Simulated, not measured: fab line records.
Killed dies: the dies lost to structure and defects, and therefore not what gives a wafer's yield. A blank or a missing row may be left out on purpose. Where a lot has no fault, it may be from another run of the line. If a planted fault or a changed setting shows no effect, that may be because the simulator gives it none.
Matching of chambers    flow n5-finfet    4 sister chambers for N5_DUMMY_GATE_ETCH_42 on rie-diel-01
The step etches SiO2 in CHF3/O2, target depth 3.5 nm, time 31 s. 4 wafers are shown with their chamber, then 9 later ones without.

## EACH WAFER AND ITS CHAMBER
wafer   chamber  drypump-motor-current-A (A)
L088.2  2        5.7
L088.5  3        6.6
L091.5  1        6.6
L091.6  0        5.6

## WAFERS WITHOUT THEIR CHAMBER
wafer   drypump-motor-current-A (A)
L093.1  5.6
L093.4  5.7
L093.6  5.7
L095.3  5.7
L095.5  6.6
L095.6  5.7
L097.1  5.5
L097.5  6.6
L097.6  5.6

## THE CHAMBER EACH PASSED THROUGH
wafer   from the rows above      in truth
L093.1  0                        0
L093.4  2                        2
L093.6  2                        2
L095.3  2                        2
L095.5  can't be placed: 1 or 3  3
L095.6  2                        2
L097.1  0                        0
L097.5  can't be placed: 1 or 3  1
L097.6  0                        0
Correct placement for 7 of the 9. Not placeable from these rows: 2 (in 2, the candidates include the true chamber). Wrongly placed: 0.
How it was worked out, from the rows above alone: a wafer's distance from a chamber is the root of the sum, over the readings, of the square of ((its reading less the chamber's mean) divided by the reading's scatter). The wafer belongs to the nearest chamber; if the next one is less than 2 further off, it can't be placed. Each chamber's mean is taken over the wafers shown for it. The scatter (one wafer shown for each chamber): square how far every hidden wafer sits from the nearest shown wafer, average those squares and take the square root.
